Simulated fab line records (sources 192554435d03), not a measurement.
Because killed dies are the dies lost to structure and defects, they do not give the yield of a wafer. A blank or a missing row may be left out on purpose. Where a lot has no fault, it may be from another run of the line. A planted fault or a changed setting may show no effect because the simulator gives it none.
The tool behind it: which one? || flow n5_finfet || 72 wafers from 24 lots sampled at 3 of the route's 1938 steps

== WHAT THE GAUGES READ, wafer by wafer ==
N5_BEOL_M13_CD_MEAS_28: the cd target is 209.5 nm.
{"lot": "L076", "measured": "day 11 12:26", "on": "cd_sem-01", "cd_nm (nm)": "212.6 210.1 209.7"}
{"lot": "L075", "measured": "day 11 14:02", "on": "cd_sem-01", "cd_nm (nm)": "211.1 209.9 210.0"}
{"lot": "L074", "measured": "day 11 17:16", "on": "cd_sem-01", "cd_nm (nm)": "208.5 208.0 209.1"}
{"lot": "L077", "measured": "day 11 23:39", "on": "cd_sem-01", "cd_nm (nm)": "209.4 214.1 209.3"}
{"lot": "L078", "measured": "day 12 05:23", "on": "cd_sem-01", "cd_nm (nm)": "210.5 208.8 211.1"}
{"lot": "L079", "measured": "day 12 09:49", "on": "cd_sem-02", "cd_nm (nm)": "208.9 209.9 210.5"}
{"lot": "L080", "measured": "day 12 19:00", "on": "cd_sem-01", "cd_nm (nm)": "207.4 209.7 208.6"}
{"lot": "L082", "measured": "day 12 21:14", "on": "cd_sem-03", "cd_nm (nm)": "212.0 209.6 208.1"}
{"lot": "L081", "measured": "day 12 22:05", "on": "cd_sem-03", "cd_nm (nm)": "210.2 208.6 208.1"}
{"lot": "L083", "measured": "day 13 03:23", "on": "cd_sem-02", "cd_nm (nm)": "211.6 209.9 210.5"}
{"lot": "L084", "measured": "day 13 04:20", "on": "cd_sem-01", "cd_nm (nm)": "208.8 211.1 209.4"}
{"lot": "L085", "measured": "day 14 04:17", "on": "cd_sem-01", "cd_nm (nm)": "209.8 209.6 211.1"}
{"lot": "L086", "measured": "day 14 11:55", "on": "cd_sem-03", "cd_nm (nm)": "210.8 208.1 209.3"}
{"lot": "L088", "measured": "day 14 20:16", "on": "cd_sem-03", "cd_nm (nm)": "212.5 210.0 212.8"}
{"lot": "L087", "measured": "day 14 20:26", "on": "cd_sem-02", "cd_nm (nm)": "210.8 209.8 211.5"}
{"lot": "L089", "measured": "day 15 04:53", "on": "cd_sem-02", "cd_nm (nm)": "209.9 208.9 209.4"}
{"lot": "L090", "measured": "day 15 10:36", "on": "cd_sem-02", "cd_nm (nm)": "209.3 208.6 209.4"}
{"lot": "L091", "measured": "day 15 12:48", "on": "cd_sem-01", "cd_nm (nm)": "210.2 208.3 209.2"}
{"lot": "L092", "measured": "day 15 19:47", "on": "cd_sem-02", "cd_nm (nm)": "211.3 207.1 210.4"}
{"lot": "L094", "measured": "day 16 06:49", "on": "cd_sem-01", "cd_nm (nm)": "208.6 209.3 205.9"}
{"lot": "L093", "measured": "day 16 07:35", "on": "cd_sem-01", "cd_nm (nm)": "213.0 208.8 209.6"}
{"lot": "L095", "measured": "day 16 18:09", "on": "cd_sem-02", "cd_nm (nm)": "209.6 208.2 210.0"}
{"lot": "L097", "measured": "day 16 20:36", "on": "cd_sem-01", "cd_nm (nm)": "209.7 208.4 210.2"}
{"lot": "L096", "measured": "day 16 21:20", "on": "cd_sem-03", "cd_nm (nm)": "209.4 209.1 210.3"}

== TOOL THAT RAN EACH LOT (tool first, then ch and the chambers of the sampled wafers, then the start) ==
{"lot": "L076", "N5_BEOL_M12_STRIP_64": "plasma_asher-02 ch 0,1, day 11 03:46", "N5_BEOL_M12_ETCH_38": "rie_diel-01 ch 1,2,3, day 11 08:23"}
{"lot": "L075", "N5_BEOL_M12_STRIP_64": "plasma_asher-02 ch 0,1, day 11 04:23", "N5_BEOL_M12_ETCH_38": "rie_diel-04 ch 0,2,3, day 11 08:37"}
{"lot": "L074", "N5_BEOL_M12_STRIP_64": "plasma_asher-02 ch 0,1, day 11 04:37", "N5_BEOL_M12_ETCH_38": "rie_diel-01 ch 0,2,3, day 11 11:43"}
{"lot": "L077", "N5_BEOL_M12_STRIP_64": "plasma_asher-02 ch 0,1, day 11 18:15", "N5_BEOL_M12_ETCH_38": "rie_diel-04 ch 1,2,3, day 11 20:31"}
{"lot": "L078", "N5_BEOL_M12_STRIP_64": "plasma_asher-02 ch 0,1, day 11 22:17", "N5_BEOL_M12_ETCH_38": "rie_diel-05 ch 1,2,3, day 12 02:01"}
{"lot": "L079", "N5_BEOL_M12_STRIP_64": "plasma_asher-01 ch 0,1, day 11 23:23", "N5_BEOL_M12_ETCH_38": "rie_diel-04 ch 0,2,3, day 12 02:11"}
{"lot": "L080", "N5_BEOL_M12_STRIP_64": "plasma_asher-01 ch 0,1, day 12 13:17", "N5_BEOL_M12_ETCH_38": "rie_diel-01 ch 0,1, day 12 14:56"}
{"lot": "L082", "N5_BEOL_M12_STRIP_64": "plasma_asher-02 ch 0,1, day 12 16:23", "N5_BEOL_M12_ETCH_38": "rie_diel-04 ch 0,2,3, day 12 17:47"}
{"lot": "L081", "N5_BEOL_M12_STRIP_64": "plasma_asher-02 ch 0,1, day 12 16:58", "N5_BEOL_M12_ETCH_38": "rie_diel-05 ch 0,1, day 12 18:23"}
{"lot": "L083", "N5_BEOL_M12_STRIP_64": "plasma_asher-02 ch 0,1, day 12 20:02", "N5_BEOL_M12_ETCH_38": "rie_diel-04 ch 0,3, day 12 23:50"}
{"lot": "L084", "N5_BEOL_M12_STRIP_64": "plasma_asher-01 ch 0,1, day 12 22:05", "N5_BEOL_M12_ETCH_38": "rie_diel-04 ch 1,2,3, day 13 00:55"}
{"lot": "L085", "N5_BEOL_M12_STRIP_64": "plasma_asher-01 ch 0, day 13 23:53", "N5_BEOL_M12_ETCH_38": "rie_diel-05 ch 1,2, day 14 01:05"}
{"lot": "L086", "N5_BEOL_M12_STRIP_64": "plasma_asher-02 ch 0,1, day 14 01:55", "N5_BEOL_M12_ETCH_38": "rie_diel-04 ch 0,1,3, day 14 08:47"}
{"lot": "L088", "N5_BEOL_M12_STRIP_64": "plasma_asher-02 ch 0,1, day 14 11:57", "N5_BEOL_M12_ETCH_38": "rie_diel-05 ch 1,2,3, day 14 16:22"}
{"lot": "L087", "N5_BEOL_M12_STRIP_64": "plasma_asher-02 ch 0,1, day 14 13:23", "N5_BEOL_M12_ETCH_38": "rie_diel-04 ch 0,2,3, day 14 16:28"}
{"lot": "L089", "N5_BEOL_M12_STRIP_64": "plasma_asher-01 ch 0,1, day 14 22:31", "N5_BEOL_M12_ETCH_38": "rie_diel-05 ch 1,3, day 15 01:24"}
{"lot": "L090", "N5_BEOL_M12_STRIP_64": "plasma_asher-01 ch 0,1, day 15 02:47", "N5_BEOL_M12_ETCH_38": "rie_diel-05 ch 1,2, day 15 07:05"}
{"lot": "L091", "N5_BEOL_M12_STRIP_64": "plasma_asher-02 ch 1, day 15 03:25", "N5_BEOL_M12_ETCH_38": "rie_diel-04 ch 2,3, day 15 07:28"}
{"lot": "L092", "N5_BEOL_M12_STRIP_64": "plasma_asher-02 ch 0,1, day 15 15:19", "N5_BEOL_M12_ETCH_38": "rie_diel-01 ch 0,1, day 15 16:34"}
{"lot": "L094", "N5_BEOL_M12_STRIP_64": "plasma_asher-01 ch 0,1, day 16 00:23", "N5_BEOL_M12_ETCH_38": "rie_diel-05 ch 0,1, day 16 02:02"}
{"lot": "L093", "N5_BEOL_M12_STRIP_64": "plasma_asher-01 ch 0,1, day 16 01:10", "N5_BEOL_M12_ETCH_38": "rie_diel-04 ch 1,2, day 16 04:18"}
{"lot": "L095", "N5_BEOL_M12_STRIP_64": "plasma_asher-01 ch 0,1, day 16 12:05", "N5_BEOL_M12_ETCH_38": "rie_diel-05 ch 1,3, day 16 14:31"}
{"lot": "L097", "N5_BEOL_M12_STRIP_64": "plasma_asher-01 ch 0,1, day 16 13:41", "N5_BEOL_M12_ETCH_38": "rie_diel-04 ch 0,1,3, day 16 16:21"}
{"lot": "L096", "N5_BEOL_M12_STRIP_64": "plasma_asher-01 ch 0,1, day 16 14:36", "N5_BEOL_M12_ETCH_38": "rie_diel-04 ch 0,3, day 16 16:58"}
- N5_BEOL_M12_STRIP_64: strips in N2/H2.
- N5_BEOL_M12_ETCH_38: etches SiCN in CF4/N2, target depth 68.7 nm, time 73.4 s.

== WHAT THE TOOLS THEMSELVES READ (means of the sampled wafers that have a number; where no wafer has one, the mark that the record gives instead) ==
N5_BEOL_M12_STRIP_64.
{"lot": "L076", "tool": "plasma_asher-02", "drypump_motor_current_A (A)": 6.1, "h2_flow_sccm (sccm)": 3252, "heater_power_w (W)": 323, "oes_product_au (a.u.)": 0.713, "strip_time_to_endpoint_s (s)": 31.34}
{"lot": "L075", "tool": "plasma_asher-02", "drypump_motor_current_A (A)": 6.1, "h2_flow_sccm (sccm)": 3255, "heater_power_w (W)": 322, "oes_product_au (a.u.)": 0.715, "strip_time_to_endpoint_s (s)": 31.23}
{"lot": "L074", "tool": "plasma_asher-02", "drypump_motor_current_A (A)": 6.1, "h2_flow_sccm (sccm)": 3250, "heater_power_w (W)": 320, "oes_product_au (a.u.)": 0.709, "strip_time_to_endpoint_s (s)": 31.37}
{"lot": "L077", "tool": "plasma_asher-02", "drypump_motor_current_A (A)": 6.1, "h2_flow_sccm (sccm)": 3250, "heater_power_w (W)": 320, "oes_product_au (a.u.)": 0.717, "strip_time_to_endpoint_s (s)": 31.35}
{"lot": "L078", "tool": "plasma_asher-02", "drypump_motor_current_A (A)": 5.4, "h2_flow_sccm (sccm)": 3257, "heater_power_w (W)": 312, "oes_product_au (a.u.)": 0.712, "strip_time_to_endpoint_s (s)": 31.41}
{"lot": "L079", "tool": "plasma_asher-01", "drypump_motor_current_A (A)": 5.8, "h2_flow_sccm (sccm)": 3240, "heater_power_w (W)": 337, "oes_product_au (a.u.)": 0.718, "strip_time_to_endpoint_s (s)": 31.34}
{"lot": "L080", "tool": "plasma_asher-01", "drypump_motor_current_A (A)": 6.1, "h2_flow_sccm (sccm)": 3248, "heater_power_w (W)": 331, "oes_product_au (a.u.)": 0.713, "strip_time_to_endpoint_s (s)": 31.33}
{"lot": "L082", "tool": "plasma_asher-02", "drypump_motor_current_A (A)": 5.5, "h2_flow_sccm (sccm)": 3245, "heater_power_w (W)": 324, "oes_product_au (a.u.)": 0.711, "strip_time_to_endpoint_s (s)": 31.37}
{"lot": "L081", "tool": "plasma_asher-02", "drypump_motor_current_A (A)": 6.1, "h2_flow_sccm (sccm)": 3247, "heater_power_w (W)": 322, "oes_product_au (a.u.)": 0.717, "strip_time_to_endpoint_s (s)": 31.39}
{"lot": "L083", "tool": "plasma_asher-02", "drypump_motor_current_A (A)": 5.5, "h2_flow_sccm (sccm)": 3260, "heater_power_w (W)": 321, "oes_product_au (a.u.)": 0.710, "strip_time_to_endpoint_s (s)": 31.37}
{"lot": "L084", "tool": "plasma_asher-01", "drypump_motor_current_A (A)": 6.2, "h2_flow_sccm (sccm)": 3237, "heater_power_w (W)": 327, "oes_product_au (a.u.)": 0.714, "strip_time_to_endpoint_s (s)": 31.34}
{"lot": "L085", "tool": "plasma_asher-01", "drypump_motor_current_A (A)": 5.4, "h2_flow_sccm (sccm)": 3239, "heater_power_w (W)": 346, "oes_product_au (a.u.)": 0.716, "strip_time_to_endpoint_s (s)": 31.32}
{"lot": "L086", "tool": "plasma_asher-02", "drypump_motor_current_A (A)": 5.4, "h2_flow_sccm (sccm)": 3243, "heater_power_w (W)": 316, "oes_product_au (a.u.)": 0.716, "strip_time_to_endpoint_s (s)": 31.32}
{"lot": "L088", "tool": "plasma_asher-02", "drypump_motor_current_A (A)": 5.4, "h2_flow_sccm (sccm)": 3256, "heater_power_w (W)": 314, "oes_product_au (a.u.)": 0.717, "strip_time_to_endpoint_s (s)": 31.38}
{"lot": "L087", "tool": "plasma_asher-02", "drypump_motor_current_A (A)": 5.4, "h2_flow_sccm (sccm)": 3236, "heater_power_w (W)": 319, "oes_product_au (a.u.)": 0.712, "strip_time_to_endpoint_s (s)": 31.51}
{"lot": "L089", "tool": "plasma_asher-01", "drypump_motor_current_A (A)": 6.2, "h2_flow_sccm (sccm)": 3254, "heater_power_w (W)": 328, "oes_product_au (a.u.)": 0.710, "strip_time_to_endpoint_s (s)": 31.34}
{"lot": "L090", "tool": "plasma_asher-01", "drypump_motor_current_A (A)": 5.8, "h2_flow_sccm (sccm)": 3258, "heater_power_w (W)": 332, "oes_product_au (a.u.)": 0.718, "strip_time_to_endpoint_s (s)": 31.47}
{"lot": "L091", "tool": "plasma_asher-02", "drypump_motor_current_A (A)": 4.8, "h2_flow_sccm (sccm)": 3247, "heater_power_w (W)": 316, "oes_product_au (a.u.)": 0.710, "strip_time_to_endpoint_s (s)": 31.35}
{"lot": "L092", "tool": "plasma_asher-02", "drypump_motor_current_A (A)": 5.4, "h2_flow_sccm (sccm)": 3249, "heater_power_w (W)": 316, "oes_product_au (a.u.)": 0.718, "strip_time_to_endpoint_s (s)": 31.44}
{"lot": "L094", "tool": "plasma_asher-01", "drypump_motor_current_A (A)": 5.8, "h2_flow_sccm (sccm)": 3257, "heater_power_w (W)": 334, "oes_product_au (a.u.)": 0.716, "strip_time_to_endpoint_s (s)": 31.43}
{"lot": "L093", "tool": "plasma_asher-01", "drypump_motor_current_A (A)": 5.8, "h2_flow_sccm (sccm)": 3260, "heater_power_w (W)": 336, "oes_product_au (a.u.)": 0.716, "strip_time_to_endpoint_s (s)": 31.45}
{"lot": "L095", "tool": "plasma_asher-01", "drypump_motor_current_A (A)": 5.8, "h2_flow_sccm (sccm)": 3239, "heater_power_w (W)": 336, "oes_product_au (a.u.)": 0.711, "strip_time_to_endpoint_s (s)": 31.39}
{"lot": "L097", "tool": "plasma_asher-01", "drypump_motor_current_A (A)": 6.2, "h2_flow_sccm (sccm)": 3245, "heater_power_w (W)": 333, "oes_product_au (a.u.)": 0.716, "strip_time_to_endpoint_s (s)": 31.37}
{"lot": "L096", "tool": "plasma_asher-01", "drypump_motor_current_A (A)": 5.8, "h2_flow_sccm (sccm)": 3251, "heater_power_w (W)": 332, "oes_product_au (a.u.)": 0.719, "strip_time_to_endpoint_s (s)": 31.45}

N5_BEOL_M12_ETCH_38.
{"lot": "L076", "tool": "rie_diel-01", "drypump_motor_current_A (A)": 5.5, "oes_product_au (a.u.)": 0.74, "rf_vpp_V (V)": 383.4, "showerhead_plenum_p_Torr (Torr)": 2.22, "throttle_valve_pct (%)": 15.51}
{"lot": "L075", "tool": "rie_diel-04", "drypump_motor_current_A (A)": 5.6, "oes_product_au (a.u.)": 0.88, "rf_vpp_V (V)": 383.3, "showerhead_plenum_p_Torr (Torr)": 2.25, "throttle_valve_pct (%)": 15.17}
{"lot": "L074", "tool": "rie_diel-01", "drypump_motor_current_A (A)": 5.8, "oes_product_au (a.u.)": 0.78, "rf_vpp_V (V)": 382.8, "showerhead_plenum_p_Torr (Torr)": 2.21, "throttle_valve_pct (%)": 15.40}
{"lot": "L077", "tool": "rie_diel-04", "drypump_motor_current_A (A)": 5.4, "oes_product_au (a.u.)": 0.90, "rf_vpp_V (V)": 384.0, "showerhead_plenum_p_Torr (Torr)": 2.29, "throttle_valve_pct (%)": 15.20}
{"lot": "L078", "tool": "rie_diel-05", "drypump_motor_current_A (A)": 5.4, "oes_product_au (a.u.)": 0.73, "rf_vpp_V (V)": 380.7, "showerhead_plenum_p_Torr (Torr)": 2.14, "throttle_valve_pct (%)": 15.58}
{"lot": "L079", "tool": "rie_diel-04", "drypump_motor_current_A (A)": 5.6, "oes_product_au (a.u.)": 0.87, "rf_vpp_V (V)": 383.7, "showerhead_plenum_p_Torr (Torr)": 2.25, "throttle_valve_pct (%)": 15.19}
{"lot": "L080", "tool": "rie_diel-01", "drypump_motor_current_A (A)": 5.5, "oes_product_au (a.u.)": 0.75, "rf_vpp_V (V)": 380.9, "showerhead_plenum_p_Torr (Torr)": 2.17, "throttle_valve_pct (%)": 15.46}
{"lot": "L082", "tool": "rie_diel-04", "drypump_motor_current_A (A)": 5.6, "oes_product_au (a.u.)": 0.86, "rf_vpp_V (V)": 382.3, "showerhead_plenum_p_Torr (Torr)": 2.25, "throttle_valve_pct (%)": 15.21}
{"lot": "L081", "tool": "rie_diel-05", "drypump_motor_current_A (A)": 5.1, "oes_product_au (a.u.)": 0.71, "rf_vpp_V (V)": 380.3, "showerhead_plenum_p_Torr (Torr)": 2.11, "throttle_valve_pct (%)": 15.59}
{"lot": "L083", "tool": "rie_diel-04", "drypump_motor_current_A (A)": 5.3, "oes_product_au (a.u.)": 0.85, "rf_vpp_V (V)": 382.9, "showerhead_plenum_p_Torr (Torr)": 2.24, "throttle_valve_pct (%)": 15.04}
{"lot": "L084", "tool": "rie_diel-04", "drypump_motor_current_A (A)": 5.4, "oes_product_au (a.u.)": 0.87, "rf_vpp_V (V)": 383.6, "showerhead_plenum_p_Torr (Torr)": 2.28, "throttle_valve_pct (%)": 15.23}
{"lot": "L085", "tool": "rie_diel-05", "drypump_motor_current_A (A)": 5.7, "oes_product_au (a.u.)": 0.73, "rf_vpp_V (V)": 377.8, "showerhead_plenum_p_Torr (Torr)": 2.06, "throttle_valve_pct (%)": 15.72}
{"lot": "L086", "tool": "rie_diel-04", "drypump_motor_current_A (A)": 5.5, "oes_product_au (a.u.)": 0.84, "rf_vpp_V (V)": 383.5, "showerhead_plenum_p_Torr (Torr)": 2.27, "throttle_valve_pct (%)": 15.16}
{"lot": "L088", "tool": "rie_diel-05", "drypump_motor_current_A (A)": 5.4, "oes_product_au (a.u.)": 0.79, "rf_vpp_V (V)": 380.4, "showerhead_plenum_p_Torr (Torr)": 2.13, "throttle_valve_pct (%)": 15.46}
{"lot": "L087", "tool": "rie_diel-04", "drypump_motor_current_A (A)": 5.6, "oes_product_au (a.u.)": 0.84, "rf_vpp_V (V)": 383.5, "showerhead_plenum_p_Torr (Torr)": 2.24, "throttle_valve_pct (%)": 15.22}
{"lot": "L089", "tool": "rie_diel-05", "drypump_motor_current_A (A)": 5.2, "oes_product_au (a.u.)": 0.86, "rf_vpp_V (V)": 382.2, "showerhead_plenum_p_Torr (Torr)": 2.21, "throttle_valve_pct (%)": 15.20}
{"lot": "L090", "tool": "rie_diel-05", "drypump_motor_current_A (A)": 5.7, "oes_product_au (a.u.)": 0.73, "rf_vpp_V (V)": 378.1, "showerhead_plenum_p_Torr (Torr)": 2.05, "throttle_valve_pct (%)": 15.75}
{"lot": "L091", "tool": "rie_diel-04", "drypump_motor_current_A (A)": 5.2, "oes_product_au (a.u.)": 0.84, "rf_vpp_V (V)": 382.6, "showerhead_plenum_p_Torr (Torr)": 2.24, "throttle_valve_pct (%)": 15.15}
{"lot": "L092", "tool": "rie_diel-01", "drypump_motor_current_A (A)": 5.7, "oes_product_au (a.u.)": 0.77, "rf_vpp_V (V)": 381.0, "showerhead_plenum_p_Torr (Torr)": 2.15, "throttle_valve_pct (%)": 15.41}
{"lot": "L094", "tool": "rie_diel-05", "drypump_motor_current_A (A)": 5.4, "oes_product_au (a.u.)": 0.80, "rf_vpp_V (V)": 382.4, "showerhead_plenum_p_Torr (Torr)": 2.20, "throttle_valve_pct (%)": 15.30}
{"lot": "L093", "tool": "rie_diel-04", "drypump_motor_current_A (A)": 5.6, "oes_product_au (a.u.)": 0.85, "rf_vpp_V (V)": 384.8, "showerhead_plenum_p_Torr (Torr)": 2.30, "throttle_valve_pct (%)": 15.37}
{"lot": "L095", "tool": "rie_diel-05", "drypump_motor_current_A (A)": 5.2, "oes_product_au (a.u.)": 0.83, "rf_vpp_V (V)": 381.2, "showerhead_plenum_p_Torr (Torr)": 2.20, "throttle_valve_pct (%)": 15.23}
{"lot": "L097", "tool": "rie_diel-04", "drypump_motor_current_A (A)": 5.6, "oes_product_au (a.u.)": 0.82, "rf_vpp_V (V)": 383.9, "showerhead_plenum_p_Torr (Torr)": 2.27, "throttle_valve_pct (%)": 15.20}
{"lot": "L096", "tool": "rie_diel-04", "drypump_motor_current_A (A)": 5.7, "oes_product_au (a.u.)": 0.80, "rf_vpp_V (V)": 382.8, "showerhead_plenum_p_Torr (Torr)": 2.24, "throttle_valve_pct (%)": 15.18}

== THE ANSWER, worked out from the rows above alone ==
Rule: usual is defined by the lots themselves. The widest of any qualifying gaps counts: lots, ordered by their means at a reading, are off when they make up no more than a third of the lots, leave a main group of 4 or more, and stand apart from it by 3 or more times the standard deviation of that group's means. If all means in a main group match to the digits the tables above print for the reading, that group is not used. A lot without any number at a reading at which 4 lots or more have one is off too. The other lots that the step has rows for count as sound. The gauges are gone through in route order, then the tools' own readings, and for those a lot's mean is taken as printed above. The first step at which some lot is off is used, and at that step the reading that is off furthest; a lot without a number counts as furthest.
None of the lots is off at any reading shown; this tells nothing.

== WHAT WAS PUT IN BY THE SIMULATOR ==
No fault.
